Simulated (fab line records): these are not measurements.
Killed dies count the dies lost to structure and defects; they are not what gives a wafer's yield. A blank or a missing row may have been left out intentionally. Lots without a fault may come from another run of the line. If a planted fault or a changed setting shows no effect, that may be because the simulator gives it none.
Lot-split experiment / flow n5_finfet / route with 1938 steps; 7 lots, 39 wafers read

## SPLIT DETAILS
At N5_BEOL_M11_TRENCH_ETCH_37 (etches SiCOH lowk in C4F6/O2, target depth 148.83 nm, time 48 s), the setting target_depth_a was moved away from the recipe's 1488.3 angstrom on 15 of the 39 wafers read, by -46.5% to +40.5%. This setting was run at the recipe's value on the other wafers.

## FROM THE SPLIT TO THE READING: what the file shows between them, 11 steps
- N5_BEOL_M11_ETCH_41: etches SiCN in CH3F/O2, target depth 42.6 nm, time 86 s
- N5_BEOL_M11_STRIP_77: strips in N2/H2, time 10 s
- N5_BEOL_M11_OCD_MEAS_38
- N5_BEOL_M11_HM_STRIP_39: strips TiN in peroxide tin strip, target depth 25 nm, time 158 s
- N5_BEOL_M11_SRD_40: time 30 s
- N5_BEOL_M11_ECD_50: material Cu, target thk 318 nm
- N5_BEOL_M11_ANNEAL_51: time 90 s
- N5_BEOL_M11_CMP_52: polishes, stops on SiCOH lowk, t overpolish 7 s, target thk 140 nm
- N5_BEOL_M11_THK_MEAS_53: measures by xrf
- N5_BEOL_M11_PRE_CLEAN_55: time 15 s
- N5_BEOL_M11_DEP_56: deposits SiCN from 3MS/NH3, target thk 30 nm, time 10.5 s

## THE READING
M11_RS (ohm/sq), read at N5_BEOL_M11_RS_MEAS_57 with a four-point probe. Fault-free wafers of this fab line usually give 0.150 ohm/sq, standard deviation 0.0031 ohm/sq.

wafer=L077.1; tool, chamber at the split=rie_diel-03, 0; target_depth_a as run, angstrom=1488.3; against the recipe=recipe; M11_RS, ohm/sq=0.152; against lot-mates on the recipe=-
wafer=L077.2; tool, chamber at the split=rie_diel-03, 3; target_depth_a as run, angstrom=2091; against the recipe=+40.5%; M11_RS, ohm/sq=0.104; against lot-mates on the recipe=-0.046
wafer=L077.3; tool, chamber at the split=rie_diel-03, 1; target_depth_a as run, angstrom=1488.3; against the recipe=recipe; M11_RS, ohm/sq=0.147; against lot-mates on the recipe=-
wafer=L077.4; tool, chamber at the split=rie_diel-03, 2; target_depth_a as run, angstrom=2091; against the recipe=+40.5%; M11_RS, ohm/sq=0.102; against lot-mates on the recipe=-0.048
wafer=L077.5; tool, chamber at the split=rie_diel-03, 0; target_depth_a as run, angstrom=1488.3; against the recipe=recipe; M11_RS, ohm/sq=0.151; against lot-mates on the recipe=-
wafer=L077.6; tool, chamber at the split=rie_diel-03, 3; target_depth_a as run, angstrom=2091; against the recipe=+40.5%; M11_RS, ohm/sq=0.103; against lot-mates on the recipe=-0.047
wafer=L079.1; tool, chamber at the split=rie_diel-02, 1; target_depth_a as run, angstrom=1488.3; against the recipe=recipe; M11_RS, ohm/sq=0.147; against lot-mates on the recipe=-
wafer=L079.2; tool, chamber at the split=rie_diel-02, 3; target_depth_a as run, angstrom=1488.3; against the recipe=recipe; M11_RS, ohm/sq=0.152; against lot-mates on the recipe=-
wafer=L079.3; tool, chamber at the split=rie_diel-02, 0; target_depth_a as run, angstrom=1488.3; against the recipe=recipe; M11_RS, ohm/sq=0.149; against lot-mates on the recipe=-
wafer=L079.4; tool, chamber at the split=rie_diel-02, 1; target_depth_a as run, angstrom=1488.3; against the recipe=recipe; M11_RS, ohm/sq=0.147; against lot-mates on the recipe=-
wafer=L079.5; tool, chamber at the split=rie_diel-02, 3; target_depth_a as run, angstrom=1488.3; against the recipe=recipe; M11_RS, ohm/sq=0.153; against lot-mates on the recipe=-
wafer=L079.6; tool, chamber at the split=rie_diel-02, 0; target_depth_a as run, angstrom=1488.3; against the recipe=recipe; M11_RS, ohm/sq=0.151; against lot-mates on the recipe=-
wafer=L082.1; tool, chamber at the split=rie_diel-04, 1; target_depth_a as run, angstrom=970.7; against the recipe=-34.8%; M11_RS, ohm/sq=0.241; against lot-mates on the recipe=+0.089
wafer=L082.2; tool, chamber at the split=rie_diel-04, 0; target_depth_a as run, angstrom=1488.3; against the recipe=recipe; M11_RS, ohm/sq=0.157; against lot-mates on the recipe=-
wafer=L082.3; tool, chamber at the split=rie_diel-04, 3; target_depth_a as run, angstrom=970.7; against the recipe=-34.8%; M11_RS, ohm/sq=0.246; against lot-mates on the recipe=+0.094
wafer=L082.4; tool, chamber at the split=rie_diel-04, 1; target_depth_a as run, angstrom=970.7; against the recipe=-34.8%; M11_RS, ohm/sq=0.250; against lot-mates on the recipe=+0.098
wafer=L082.5; tool, chamber at the split=rie_diel-04, 3; target_depth_a as run, angstrom=1488.3; against the recipe=recipe; M11_RS, ohm/sq=0.144; against lot-mates on the recipe=-
wafer=L082.6; tool, chamber at the split=rie_diel-04, 0; target_depth_a as run, angstrom=1488.3; against the recipe=recipe; M11_RS, ohm/sq=0.154; against lot-mates on the recipe=-
wafer=L089.1; tool, chamber at the split=rie_diel-02, 1; target_depth_a as run, angstrom=796.7; against the recipe=-46.5%; M11_RS, ohm/sq=0.330; against lot-mates on the recipe=+0.181
wafer=L089.2; tool, chamber at the split=rie_diel-02, 3; target_depth_a as run, angstrom=1488.3; against the recipe=recipe; M11_RS, ohm/sq=0.151; against lot-mates on the recipe=-
wafer=L089.3; tool, chamber at the split=rie_diel-02, 2; target_depth_a as run, angstrom=796.7; against the recipe=-46.5%; M11_RS, ohm/sq=0.314; against lot-mates on the recipe=+0.165
wafer=L089.4; tool, chamber at the split=rie_diel-02, 0; target_depth_a as run, angstrom=1488.3; against the recipe=recipe; M11_RS, ohm/sq=0.148; against lot-mates on the recipe=-
wafer=L089.5; tool, chamber at the split=rie_diel-02, 2; target_depth_a as run, angstrom=1488.3; against the recipe=recipe; M11_RS, ohm/sq=0.147; against lot-mates on the recipe=-
wafer=L089.6; tool, chamber at the split=rie_diel-02, 3; target_depth_a as run, angstrom=796.7; against the recipe=-46.5%; M11_RS, ohm/sq=0.329; against lot-mates on the recipe=+0.180
wafer=L088.1; tool, chamber at the split=rie_diel-02, 1; target_depth_a as run, angstrom=1488.3; against the recipe=recipe; M11_RS, ohm/sq=0.145; against lot-mates on the recipe=-
wafer=L088.2; tool, chamber at the split=rie_diel-02, 3; target_depth_a as run, angstrom=1820; against the recipe=+22.3%; M11_RS, ohm/sq=0.121; against lot-mates on the recipe=-0.027
wafer=L088.3; tool, chamber at the split=rie_diel-02, 0; target_depth_a as run, angstrom=1488.3; against the recipe=recipe; M11_RS, ohm/sq=0.149; against lot-mates on the recipe=-
wafer=L088.4; tool, chamber at the split=rie_diel-02, 2; target_depth_a as run, angstrom=1820; against the recipe=+22.3%; M11_RS, ohm/sq=0.116; against lot-mates on the recipe=-0.032
wafer=L088.5; tool, chamber at the split=rie_diel-02, 0; target_depth_a as run, angstrom=1820; against the recipe=+22.3%; M11_RS, ohm/sq=0.117; against lot-mates on the recipe=-0.031
wafer=L088.6; tool, chamber at the split=rie_diel-02, 1; target_depth_a as run, angstrom=1488.3; against the recipe=recipe; M11_RS, ohm/sq=0.149; against lot-mates on the recipe=-
wafer=L094.1; tool, chamber at the split=rie_diel-04, 0; target_depth_a as run, angstrom=1921; against the recipe=+29.1%; M11_RS, ohm/sq=0.114; against lot-mates on the recipe=-0.036
wafer=L094.2; tool, chamber at the split=rie_diel-04, 2; target_depth_a as run, angstrom=1488.3; against the recipe=recipe; M11_RS, ohm/sq=0.149; against lot-mates on the recipe=-
wafer=L094.3; tool, chamber at the split=rie_diel-04, 3; target_depth_a as run, angstrom=1921; against the recipe=+29.1%; M11_RS, ohm/sq=0.108; against lot-mates on the recipe=-0.042
wafer=L094.4; tool, chamber at the split=rie_diel-04, 1; target_depth_a as run, angstrom=1488.3; against the recipe=recipe; M11_RS, ohm/sq=0.147; against lot-mates on the recipe=-
wafer=L094.5; tool, chamber at the split=rie_diel-04, 1; target_depth_a as run, angstrom=1921; against the recipe=+29.1%; M11_RS, ohm/sq=0.110; against lot-mates on the recipe=-0.040
wafer=L094.6; tool, chamber at the split=rie_diel-04, 0; target_depth_a as run, angstrom=1488.3; against the recipe=recipe; M11_RS, ohm/sq=0.155; against lot-mates on the recipe=-
wafer=L095.1; tool, chamber at the split=rie_diel-03, 1; target_depth_a as run, angstrom=1488.3; against the recipe=recipe; M11_RS, ohm/sq=0.150; against lot-mates on the recipe=-
wafer=L095.2; tool, chamber at the split=rie_diel-03, 3; target_depth_a as run, angstrom=1488.3; against the recipe=recipe; M11_RS, ohm/sq=0.155; against lot-mates on the recipe=-
wafer=L095.4; tool, chamber at the split=rie_diel-03, 2; target_depth_a as run, angstrom=1488.3; against the recipe=recipe; M11_RS, ohm/sq=0.155; against lot-mates on the recipe=-

THE FIT
A straight line over all 39 wafers: M11_RS changes by -0.00241 ohm/sq for each +1% of target_depth_a; r = -0.93; the points scatter about the line by 0.022 ohm/sq.
The same after taking each lot's own level away (the mean of its wafers on the recipe; 39 wafers): -0.00241 ohm/sq for each +1%; r = -0.93; scatter 0.022 ohm/sq.
The reading moves by 0.11 ohm/sq for the largest change in target_depth_a, on that fit.
The lots' own levels span 0.1477 to 0.1533 ohm/sq, that is 1.8 times the standard deviation above.
The two slopes agree, so the slope changes little with the lot-to-lot level.
Check: with one of the wafers moved furthest among these (-46.5%) left out of the fit, the line predicts +0.116 ohm/sq for it against its lot-mates. Against them it came out at +0.181 ohm/sq.

## THE WHOLE CHAIN: every reading that the file lists as answering this split, in the file's order
step=N5_BEOL_M11_TRENCH_ETCH_37; what it does=etches SiCOH lowk in C4F6/O2, target depth 148.83 nm, time 48 s; reading=BEOL_M11.feature_depth_nm (the simulator's own value, which no gauge read); change (the file's fit)=+1.46 nm for each +1% of the setting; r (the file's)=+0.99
step=N5_BEOL_M11_TRENCH_ETCH_37; what it does=etches SiCOH lowk in C4F6/O2, target depth 148.83 nm, time 48 s; reading=etch.depth_nm (the simulator's own value, which no gauge read); change (the file's fit)=+1.46 nm for each +1% of the setting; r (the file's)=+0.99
step=N5_BEOL_M11_TRENCH_ETCH_37; what it does=etches SiCOH lowk in C4F6/O2, target depth 148.83 nm, time 48 s; reading=TiN_of_BEOL_M11_HM_DEP_02.thk_nm (the simulator's own value, which no gauge read); change (the file's fit)=-0.041 nm for each +1% of the setting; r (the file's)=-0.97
step=N5_BEOL_M11_OCD_MEAS_38; what it does=; reading=trench_depth_nm; change (the file's fit)=+1.46 nm for each +1% of the setting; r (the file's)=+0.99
step=N5_BEOL_M11_CMP_52; what it does=polishes, stops on SiCOH lowk, t overpolish 7 s, target thk 140 nm; reading=Cu_of_BEOL_M11_ECD_50.thk_nm (the simulator's own value, which no gauge read); change (the file's fit)=+1.47 nm for each +1% of the setting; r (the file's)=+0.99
step=N5_BEOL_M11_THK_MEAS_53; what it does=measures by xrf; reading=M11_THK; change (the file's fit)=+1.48 for each +1% of the setting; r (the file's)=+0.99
step=N5_BEOL_M11_RS_MEAS_57; what it does=measures by four-point-probe; reading=M11_RS; change (the file's fit)=-0.00238 for each +1% of the setting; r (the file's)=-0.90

## FILE'S OWN FIT
M11_RS changes by -0.00238 ohm/sq for each +1% of target_depth_a, r = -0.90.
